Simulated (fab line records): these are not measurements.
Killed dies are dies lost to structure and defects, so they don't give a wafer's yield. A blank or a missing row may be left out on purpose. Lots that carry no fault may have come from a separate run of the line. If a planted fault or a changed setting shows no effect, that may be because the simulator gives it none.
fab line records    flow nand_harc    part 1 of 2: steps 1 to 26 of 34
record lots=5  wafers=15  last_day=33
route steps=1302 shown A_STAIRCASE@802
lots that met no fault: taken from a fault-free run of the same line
start_h: start of the lot's first displayed wafer, in hours after the record's first day    wait_h: hours elapsed since this lot's preceding step    " as in the row above    L1.1+2: several wafers, shown together as one row    - value missing, or start not given    * or withheld: withheld    < > ~ a bound
route shown NAME@n: NAME is a module with steps in the file, n the number in the route of the first one    usual: mean/standard deviation of fault-free wafers    same: alike in all rows    chamber/n: place in a boat    sites: readings site by site    _std_site: how widely they spread, as a standard deviation    _edge_site: outer sites' mean less inner sites'    radius_mm: for every site, how far away it sits from the centre of the wafer    mask NAME#n: copy n    behind: the most recent tool/chamber to have shaped the wafer    hold: cause of the lot's hold/its duration in hours/its outcome    device: which transistor (n, p or np) failed to switch    end of line: the tests these same wafers got at the end of their route    where a step has no rows: the recipe by itself    killed: the dies lost at the first sort to structure and to defects; this is not the yield of the wafer    map: a wafer's dies, marking killed ones x, the rest . and places with no die _
set.NAME: the run value of the setting; set.NAME@STEP: its run value at that earlier step    model.NAME: the simulator's own value behind a step, which no gauge read
lots seen at some steps along the route; tables by step, rows by wafer
services: when a tool's chamber went out of use (start_h, in hours from the record's first day, below 0 if earlier), for how many hours, and the reason
## steps
# step NHARC_A_STAIRCASE_EXPOSE_286
# recipe na=0.5  dose_mj=25.01  mask_id=CHOP_100
lot.wafer   tool            chamber  start_h  wait_h  mask
L087.2+4+5  krf_scanner-04  0        499.90   -       CHOP_100#0
L091.1+2+4  krf_scanner-02  0        549.86   -       CHOP_100#0
L094.1+3+5  krf_scanner-01  0        577.41   -       CHOP_100#0
L095.1+4+6  krf_scanner-02  0        584.00   -       CHOP_100#0
L096.4+5+6  krf_scanner-04  0        600.05   -       CHOP_100#0
# step NHARC_A_STAIRCASE_PEB_287
# recipe peb_temp_c=115  peb_time_s=130
lot.wafer   tool            chamber  start_h  wait_h
L087.2+4+5  litho_track-05  0        499.96   0.1
L091.1+2+4  litho_track-02  0        549.93   0.1
L094.1+3+5  litho_track-03  0        577.48   0.1
L095.1+4+6  litho_track-02  0        584.07   0.1
L096.4+5+6  litho_track-03  0        600.11   0.0
# step NHARC_A_STAIRCASE_DEVELOP_288
# recipe time_s=140
lot.wafer   tool            chamber  start_h  wait_h
L087.2+4+5  litho_track-05  0        -        -
L091.1+2+4  litho_track-02  0        -        -
L094.1+3+5  litho_track-03  0        -        -
L095.1+4+6  litho_track-02  0        -        -
L096.4+5+6  litho_track-03  0        -        -
# step NHARC_A_STAIRCASE_HARDBAKE_290
# recipe temp_c=120  time_s=140
lot.wafer   tool            chamber  start_h  wait_h
L087.2+4+5  litho_track-02  0        500.18   -
L091.1+2+4  litho_track-03  0        550.15   -
L094.1+3+5  litho_track-03  0        577.70   -
L095.1+4+6  litho_track-05  0        584.29   -
L096.4+5+6  litho_track-05  0        600.34   -
# step NHARC_A_STAIRCASE_DESCUM_291
# recipe time_s=3  o2_flow_sccm=200  ar_flow_sccm=0  bias_power_w=0  chemistry=O2
# usual drypump_motor_current_A=5.7/0.34  oes_product_au=0.999/0.017  rf_vpp_V=57.8/0.98  showerhead_plenum_p_Torr=1.92/0.095  throttle_valve_pct=11.310/0.0091
lot.wafer  tool         chamber  start_h  wait_h  drypump_motor_current_A  oes_product_au  rf_hours_counter_h  rf_vpp_V  showerhead_plenum_p_Torr  throttle_valve_pct
L087.4     rie_diel-13  0        500.29   -       5.6                      1.016           53                  57.8      1.90                      11.310
L087.2     "            2        "        "       5.2                      1.006           44                  57.3      1.98                      11.315
L087.5     "            3        "        "       5.2                      0.971           -                   58.1      2.02                      11.321
L091.1     rie_diel-04  2        550.25   -       5.6                      0.986           2                   57.1      2.08                      11.307
L091.4     "            3        "        "       6.2                      1.004           3                   56.0      1.81                      11.320
L091.2     "            0        "        "       5.7                      1.026           2                   58.4      2.02                      11.318
L094.3     rie_diel-04  3        577.79   -       6.2                      1.014           10                  57.6      1.80                      11.314
L094.1     "            0        "        "       5.7                      1.042           7                   56.9      2.01                      11.307
L094.5     "            3        "        "       6.2                      1.006           -                   56.5      1.80                      11.315
L095.1     rie_diel-09  3        584.39   -       5.3                      1.028           28                  58.3      1.84                      11.313
L095.4     "            1        "        "       5.9                      1.002           23                  57.9      1.83                      11.307
L095.6     "            3        "        "       5.3                      1.028           -                   57.0      1.84                      11.316
L096.4     rie_diel-09  1        600.43   -       5.9                      0.991           28                  58.9      1.83                      11.319
L096.5     "            3        "        "       5.3                      1.031           -                   58.9      1.84                      11.337
L096.6     "            0        "        "       6.0                      0.993           -                   59.1      2.03                      11.301
# step NHARC_A_STAIRCASE_ETCH_292
# recipe cf4_flow_sccm=100  chf3_flow_sccm=30  ar_flow_sccm=0  rf_w=500  bias_w=200  chemistry=CF4/CHF3
# usual drypump_motor_current_A=5.7/0.33  oes_product_au=0.932/0.024  rf_vpp_V=370.7/2.6  showerhead_plenum_p_Torr=1.58/0.074  throttle_valve_pct=16.802/0.0091
lot.wafer  tool         chamber  start_h  wait_h  drypump_motor_current_A  oes_product_au  rf_hours_counter_h  rf_vpp_V  showerhead_plenum_p_Torr  throttle_valve_pct
L087.2     rie_diel-13  0        500.37   0.1     5.6                      0.932           53                  369.9     1.56                      16.791
L087.4     "            1        "        "       5.9                      0.939           51                  367.4     1.48                      16.795
L087.5     "            0        "        "       5.6                      0.939           -                   371.0     1.56                      16.802
L091.2     rie_diel-04  0        550.35   0.1     5.7                      0.988           2                   374.3     1.65                      16.785
L091.1     "            1        "        "       5.4                      0.938           2                   370.6     1.54                      16.800
L091.4     "            2        "        "       5.6                      0.939           2                   376.3     1.70                      16.806
L094.3     rie_diel-04  2        577.99   0.2     5.6                      0.904           11                  373.9     1.70                      16.810
L094.1     "            0        "        "       5.7                      0.949           8                   372.8     1.65                      16.802
L094.5     "            3        "        "       6.2                      0.926           -                   366.7     1.49                      16.808
L095.1     rie_diel-09  0        584.48   0.1     6.0                      0.912           24                  373.6     1.67                      16.810
L095.4     "            3        "        "       5.3                      0.944           28                  368.5     1.52                      16.791
L095.6     "            1        "        "       5.9                      0.918           -                   369.5     1.51                      16.807
L096.4     rie_diel-09  1        600.52   0.1     5.9                      0.905           28                  369.0     1.51                      16.795
L096.5     "            3        "        "       5.4                      0.949           -                   369.6     1.52                      16.799
L096.6     "            0        "        "       6.0                      0.915           -                   375.0     1.67                      16.797
# step NHARC_A_STAIRCASE_HM_OPEN_460
# recipe o2_flow_sccm=400  cos_flow_sccm=20  ar_flow_sccm=0  rf_w=500  bias_w=300  chemistry=O2/COS
# usual drypump_motor_current_A=5.7/0.33  oes_product_au=0.998/0.017  rf_vpp_V=467/3.2  showerhead_plenum_p_Torr=3.14/0.14  throttle_valve_pct=28.331/0.0096
lot.wafer  tool         chamber  start_h  wait_h  drypump_motor_current_A  oes_product_au  rf_hours_counter_h  rf_vpp_V  showerhead_plenum_p_Torr  throttle_valve_pct
L087.4     rie_diel-13  1        -        -       5.9                      1.010           51                  463       2.94                      28.316
L087.2     "            2        "        "       5.2                      1.003           44                  471       3.22                      28.338
L087.5     "            1        "        "       5.9                      1.012           -                   463       2.94                      28.330
L091.4     rie_diel-04  1        -        -       5.5                      0.983           2                   465       3.06                      28.332
L091.1     "            2        "        "       5.6                      0.993           2                   472       3.37                      28.327
L091.2     "            3        "        "       6.2                      1.023           3                   464       2.95                      28.326
L094.3     rie_diel-04  3        -        -       6.2                      1.003           10                  463       2.95                      28.327
L094.1     "            0        "        "       5.7                      1.041           8                   469       3.28                      28.336
L094.5     "            3        "        "       6.2                      1.021           -                   464       2.95                      28.329
L095.1     rie_diel-09  0        -        -       6.0                      0.994           24                  469       3.30                      28.342
L095.4     "            1        "        "       5.9                      0.999           23                  464       2.99                      28.329
L095.6     "            0        "        "       6.1                      0.989           -                   472       3.31                      28.334
L096.4     rie_diel-09  3        -        -       5.4                      1.017           33                  464       3.01                      28.326
L096.5     "            2        "        "       6.2                      0.975           -                   468       3.19                      28.339
L096.6     "            3        "        "       5.4                      1.018           -                   464       3.01                      28.338
# step NHARC_A_STAIRCASE_STRIP_461
# recipe o2_flow_sccm=400  cos_flow_sccm=20  ar_flow_sccm=0  bias_w=0  chemistry=O2/COS
lot.wafer   tool         chamber  start_h  wait_h
L087.4+2+5  rie_diel-13  0,1,2    -        -
L091.1+4+2  rie_diel-04  0,2,3    -        -
L094.1+3+5  rie_diel-04  2,0,1    -        -
L095.1+4+6  rie_diel-09  3,1,3    -        -
L096.4+5+6  rie_diel-09  0,2,3    -        -
# step NHARC_A_STAIRCASE_ETCH_452
# recipe target_depth_a=300  overetch_a=30  time_s=16.5  ion_energy_ev=100  cf4_flow_sccm=80  o2_flow_sccm=20  ar_flow_sccm=0  rf_w=300  bias_w=100  chemistry=CF4/O2
# usual drypump_motor_current_A=5.7/0.33  oes_product_au=0.999/0.016  rf_vpp_V=197.8/1.6  showerhead_plenum_p_Torr=1.34/0.064  throttle_valve_pct=13.397/0.011
lot.wafer  tool         chamber  start_h  wait_h  drypump_motor_current_A  oes_product_au  rf_hours_counter_h  rf_vpp_V  showerhead_plenum_p_Torr  throttle_valve_pct
L087.4     rie_diel-13  3        -        -       5.2                      0.982           51                  196.9     1.41                      13.389
L087.2     "            0        "        "       5.6                      1.003           53                  198.6     1.33                      13.390
L087.5     "            3        "        "       5.2                      0.978           -                   199.7     1.41                      13.403
L091.1     rie_diel-04  1        -        -       5.4                      0.984           2                   196.8     1.31                      13.380
L091.4     "            2        "        "       5.6                      0.989           2                   199.2     1.45                      13.406
L091.2     "            3        "        "       6.1                      1.023           3                   196.3     1.26                      13.407
L094.3     rie_diel-04  1        -        -       5.4                      0.979           11                  197.1     1.31                      13.387
L094.1     "            2        "        "       5.6                      0.988           11                  197.9     1.44                      13.390
L094.5     "            3        "        "       6.2                      1.007           -                   197.4     1.26                      13.390
L095.4     rie_diel-09  2        -        -       6.2                      0.981           27                  197.1     1.37                      13.387
L095.1     "            0        "        "       6.0                      0.985           24                  200.5     1.42                      13.380
L095.6     "            3        "        "       5.3                      1.029           -                   198.0     1.29                      13.384
L096.4     rie_diel-09  1        -        -       5.9                      1.002           28                  196.1     1.28                      13.402
L096.5     "            3        "        "       5.4                      1.020           -                   196.4     1.29                      13.382
L096.6     "            0        "        "       6.0                      0.975           -                   198.2     1.42                      13.390
# step NHARC_A_STAIRCASE_ETCH_294
# recipe target_depth_a=49890  time_s=1211.6  ion_energy_ev=800  c4f8_flow_sccm=80  o2_flow_sccm=60  ar_flow_sccm=withheld  rf_w=600  bias_w=3000  chemistry=C4F8/O2/Ar
# usual oes_product_au=0.931/0.018  rf_vpp_V=1827/12
lot.wafer  tool         chamber  start_h  wait_h  oes_product_au  rf_hours_counter_h  rf_vpp_V
L087.4     rie_diel-13  0        -        -       0.942           53                  1826
L087.2     "            3        "        "       0.920           51                  1841
L087.5     "            1        "        "       0.944           -                   1809
L091.1     rie_diel-04  3        -        -       0.941           3                   1814
L091.4     "            0        "        "       0.957           3                   1840
L091.2     "            2        "        "       0.925           3                   1846
L094.3     rie_diel-04  3        -        -       0.939           10                  1812
L094.1     "            2        "        "       0.909           11                  1848
L094.5     "            0        "        "       0.966           -                   1839
L095.4     rie_diel-09  0        -        -       0.910           24                  1842
L095.1     "            1        "        "       0.915           24                  1816
L095.6     "            0        "        "       0.919           -                   1842
L096.4     rie_diel-09  2        -        -       0.905           32                  1833
L096.5     "            2        "        "       0.901           -                   1832
L096.6     "            3        "        "       0.942           -                   1817
# step NHARC_A_STAIRCASE_STRIP_295
# recipe o2_flow_sccm=500  ar_flow_sccm=0  bias_w=0  chemistry=O2
# usual drypump_motor_current_A=5.8/0.34  oes_product_au=1.000/0.017  rf_vpp_V=57.8/0.92  showerhead_plenum_p_Torr=3.53/0.16  throttle_valve_pct=17.037/0.0087
lot.wafer  tool         chamber  start_h  wait_h  drypump_motor_current_A  oes_product_au  rf_hours_counter_h  rf_vpp_V  showerhead_plenum_p_Torr  throttle_valve_pct
L087.4     rie_diel-13  3        -        -       5.2                      0.966           51                  58.0      3.72                      17.032
L087.2     "            0        "        "       5.6                      1.011           53                  57.2      3.51                      17.044
L087.5     "            1        "        "       5.8                      1.013           -                   60.0      3.32                      17.031
L091.1     rie_diel-04  2        -        -       5.6                      0.980           3                   58.1      3.81                      17.043
L091.4     "            3        "        "       6.2                      1.000           4                   57.9      3.34                      17.041
L091.2     "            0        "        "       5.7                      1.037           3                   58.3      3.70                      17.034
L094.3     rie_diel-04  3        -        -       6.2                      1.018           11                  57.2      3.34                      17.038
L094.1     "            1        "        "       5.4                      0.981           12                  57.4      3.46                      17.052
L094.5     "            0        "        "       5.7                      1.039           -                   58.1      3.70                      17.038
L095.1     rie_diel-09  2        -        -       6.2                      0.969           27                  57.2      3.61                      17.044
L095.4     "            3        "        "       5.4                      1.030           28                  57.7      3.41                      17.047
L095.6     "            1        "        "       5.9                      0.997           -                   57.0      3.38                      17.036
L096.4     rie_diel-09  0        -        -       6.0                      0.985           29                  57.0      3.73                      17.040
L096.5     "            2        "        "       6.2                      0.985           -                   58.6      3.61                      17.031
L096.6     "            3        "        "       5.4                      1.030           -                   56.4      3.41                      17.020
# step NHARC_A_STAIRCASE_STRIP_296
# recipe time_s=900  temp_c=130  chemistry=SPM
lot.wafer   tool          chamber  start_h  wait_h
L087.4+5+2  wet_bench-01  3,4,5    501.99   -
L091.4+1+2  wet_bench-01  4,6,0    552.06   -
L094.5+1+3  wet_bench-06  5,0,2    579.63   -
L095.6+1+4  wet_bench-01  5,0,1    586.12   -
L096.5+6+4  wet_bench-01  6,7,1    602.15   -
# step NHARC_A_STAIRCASE_PRECLEAN_297
# recipe time_s=*  temp_c=50  bath_age_min=0  chemistry=SC1
# usual nh4oh_flow_mL_min=28.31/0.1
# same bath_age_min=0
lot.wafer  tool          chamber  start_h  wait_h  nh4oh_flow_mL_min
L087.4     wet_bench-01  3        -        -       28.22
L087.5     "             4        "        "       28.37
L087.2     "             5        "        "       28.46
L091.4     wet_bench-01  4        -        -       28.23
L091.1     "             6        "        "       28.30
L091.2     "             0        "        "       28.44
L094.5     wet_bench-06  5        -        -       28.38
L094.1     "             0        "        "       28.26
L094.3     "             2        "        "       28.38
L095.6     wet_bench-01  5        -        -       28.41
L095.1     "             0        "        "       28.54
L095.4     "             1        "        "       28.27
L096.5     wet_bench-01  6        -        -       28.36
L096.6     "             7        "        "       28.23
L096.4     "             1        "        "       28.28
# step NHARC_A_STAIRCASE_SRD_298
lot.wafer   tool          chamber  start_h  wait_h
L087.4+5+2  wet_bench-01  3,4,5    -        -
L091.4+1+2  wet_bench-01  4,6,0    -        -
L094.5+1+3  wet_bench-06  5,0,2    -        -
L095.6+1+4  wet_bench-01  5,0,1    -        -
L096.5+6+4  wet_bench-01  6,7,1    -        -
# step NHARC_A_STAIRCASE_HM_DEP_462
# recipe target_thk_a=8000  temp_c=400  material=aC
# usual susceptor_temp_C=399.97/0.21  throttle_valve_pct=35.000/0.0087
lot.wafer  tool        chamber  start_h  wait_h  susceptor_temp_C  throttle_valve_pct
L087.2     acl_dep-03  0        503.14   0.7     399.87            34.999
L087.4     "           0        "        "       400.24            34.993
L087.5     "           0        "        "       400.22            35.013
L091.1     acl_dep-03  0        553.37   0.8     400.03            34.991
L091.2     "           0        "        "       399.90            35.011
L091.4     "           0        "        "       399.82            35.016
L094.1     acl_dep-01  0        580.16   0.1     400.19            34.992
L094.3     "           0        "        "       400.09            35.002
L094.5     "           0        "        "       400.11            35.009
L095.1     acl_dep-01  0        587.09   0.5     399.61            34.992
L095.4     "           0        "        "       399.93            35.006
L095.6     "           0        "        "       399.88            34.994
L096.4     acl_dep-01  0        603.56   1.0     -                 35.009
L096.5     "           0        "        "       -                 35.015
L096.6     "           0        "        "       -                 34.994
# step NHARC_A_STAIRCASE_DEP_301
# recipe target_thk_a=300  target_thk_nm=30  temp_c=400  pressure_torr=3.5  flow_sccm=200  rf_w=350  material=SiON
# usual heater_power_w=758/130  showerhead_vpp_V=1141/100  susceptor_temp_C=400.01/0.21
lot.wafer  tool      chamber  start_h  wait_h  heater_power_w  showerhead_vpp_V  susceptor_temp_C
L087.2     pecvd-01  0        505.15   1.7     794             1274              400.12
L087.4     "         1        "        "       965             1094              399.94
L087.5     "         1        "        "       1012            1108              400.15
L091.2     pecvd-04  1        555.23   1.3     679             1055              399.67
L091.1     "         0        "        "       688             1138              400.29
L091.4     "         1        "        "       703             1068              400.26
L094.3     pecvd-01  0        582.05   1.0     701             1294              400.33
L094.1     "         1        "        "       893             1096              399.94
L094.5     "         2        "        "       870             1056              399.94
L095.1     pecvd-01  1        589.03   1.6     887             1111              399.99
L095.4     "         0        "        "       702             1262              399.90
L095.6     "         2        "        "       888             1061              399.78
L096.6     pecvd-03  2        604.56   0.1     719             1225              399.95
L096.4     "         0        "        "       518             1239              400.10
L096.5     "         1        "        "       837             992               399.87
# step NHARC_A_STAIRCASE_DEHYDRATE_302
# recipe temp_c=150  time_s=120
lot.wafer   tool            chamber  start_h  wait_h
L087.2+4+5  litho_track-05  0        505.46   0.3
L091.1+2+4  litho_track-03  0        555.50   0.2
L094.1+3+5  litho_track-05  0        582.30   0.2
L095.1+4+6  litho_track-03  0        589.27   0.2
L096.4+5+6  litho_track-03  0        604.75   0.1
# step NHARC_A_STAIRCASE_HMDS_303
# recipe time_s=30
lot.wafer   tool            chamber  start_h  wait_h
L087.2+4+5  litho_track-05  0        -        -
L091.1+2+4  litho_track-03  0        -        -
L094.1+3+5  litho_track-05  0        -        -
L095.1+4+6  litho_track-03  0        -        -
L096.4+5+6  litho_track-03  0        -        -
# step NHARC_A_STAIRCASE_COAT_304
# recipe spin_rpm=1200
lot.wafer   tool            chamber  start_h  wait_h
L087.2+4+5  litho_track-05  0        -        -
L091.1+2+4  litho_track-03  0        -        -
L094.1+3+5  litho_track-05  0        -        -
L095.1+4+6  litho_track-03  0        -        -
L096.4+5+6  litho_track-03  0        -        -
# step NHARC_A_STAIRCASE_SOFTBAKE_305
# recipe temp_c=135  time_s=170
lot.wafer   tool            chamber  start_h  wait_h
L087.2+4+5  litho_track-05  0        -        -
L091.1+2+4  litho_track-03  0        -        -
L094.1+3+5  litho_track-05  0        -        -
L095.1+4+6  litho_track-03  0        -        -
L096.4+5+6  litho_track-03  0        -        -
# step NHARC_A_STAIRCASE_EBR_306
lot.wafer   tool            chamber  start_h  wait_h
L087.2+4+5  litho_track-05  0        -        -
L091.1+2+4  litho_track-03  0        -        -
L094.1+3+5  litho_track-05  0        -        -
L095.1+4+6  litho_track-03  0        -        -
L096.4+5+6  litho_track-03  0        -        -
# step NHARC_A_STAIRCASE_EXPOSE_307
# recipe na=0.5  dose_mj=45.72  mask_id=CHOP_50
lot.wafer   tool            chamber  start_h  wait_h  mask
L087.2+4+5  krf_scanner-02  0        505.80   -       CHOP_50#0
L091.1+2+4  krf_scanner-02  0        555.83   -       CHOP_50#0
L094.1+3+5  krf_scanner-04  0        582.63   -       CHOP_50#0
L095.1+4+6  krf_scanner-02  0        589.61   -       CHOP_50#0
L096.4+5+6  krf_scanner-01  0        605.10   -       CHOP_50#0
# step NHARC_A_STAIRCASE_PEB_308
# recipe peb_temp_c=115  peb_time_s=130
lot.wafer   tool            chamber  start_h  wait_h
L087.2+4+5  litho_track-02  0        505.86   0.1
L091.1+2+4  litho_track-03  0        555.90   0.1
L094.1+3+5  litho_track-03  0        582.71   0.1
L095.1+4+6  litho_track-02  0        589.67   0.1
L096.4+5+6  litho_track-02  0        605.15   0.0
# step NHARC_A_STAIRCASE_DEVELOP_309
# recipe time_s=140
lot.wafer   tool            chamber  start_h  wait_h
L087.2+4+5  litho_track-02  0        -        -
L091.1+2+4  litho_track-03  0        -        -
L094.1+3+5  litho_track-03  0        -        -
L095.1+4+6  litho_track-02  0        -        -
L096.4+5+6  litho_track-02  0        -        -
# step NHARC_A_STAIRCASE_HARDBAKE_311
# recipe temp_c=120  time_s=140
lot.wafer   tool            chamber  start_h  wait_h
L087.2+4+5  litho_track-05  0        506.08   -
L091.1+2+4  litho_track-05  0        556.12   -
L094.1+3+5  litho_track-03  0        582.92   -
L095.1+4+6  litho_track-05  0        589.89   -
L096.4+5+6  litho_track-03  0        605.38   -
# step NHARC_A_STAIRCASE_DESCUM_312
# recipe time_s=3  o2_flow_sccm=200  ar_flow_sccm=0  bias_power_w=0  chemistry=O2
# usual drypump_motor_current_A=5.7/0.33  oes_product_au=0.999/0.015  rf_vpp_V=57.7/0.98  showerhead_plenum_p_Torr=1.90/0.092  throttle_valve_pct=11.313/0.0097
lot.wafer  tool         chamber  start_h  wait_h  drypump_motor_current_A  oes_product_au  rf_hours_counter_h  rf_vpp_V  showerhead_plenum_p_Torr  throttle_valve_pct
L087.4     rie_diel-09  1        506.19   -       5.9                      0.984           0                   57.3      1.84                      11.318
L087.2     "            2        "        "       6.2                      0.987           0                   57.2      1.97                      11.302
L087.5     "            0        "        "       6.0                      0.992           -                   58.4      2.04                      11.304
L091.4     rie_diel-13  0        556.21   -       5.6                      1.008           10                  57.9      1.89                      11.329
L091.2     "            1        "        "       5.8                      0.996           11                  55.0      1.79                      11.321
L091.1     "            3        "        "       5.2                      1.003           15                  58.7      2.02                      11.316
L094.1     rie_diel-13  1        583.03   -       5.9                      0.992           19                  57.1      1.78                      11.325
L094.3     "            3        "        "       5.2                      1.008           22                  57.7      2.01                      11.335
L094.5     "            1        "        "       5.9                      0.980           -                   58.3      1.78                      11.301
L095.4     rie_diel-09  1        589.98   -       5.9                      0.987           25                  56.6      1.83                      11.312
L095.1     "            3        "        "       5.4                      1.027           29                  58.9      1.84                      11.308
L095.6     "            2        "        "       6.2                      0.976           -                   55.4      1.96                      11.306
L096.4     rie_diel-09  2        605.51   -       6.2                      0.974           34                  56.8      1.96                      11.295
L096.6     "            0        "        "       6.0                      0.995           -                   59.7      2.03                      11.308
L096.5     "            1        "        "       5.9                      0.986           -                   57.9      1.83                      11.318
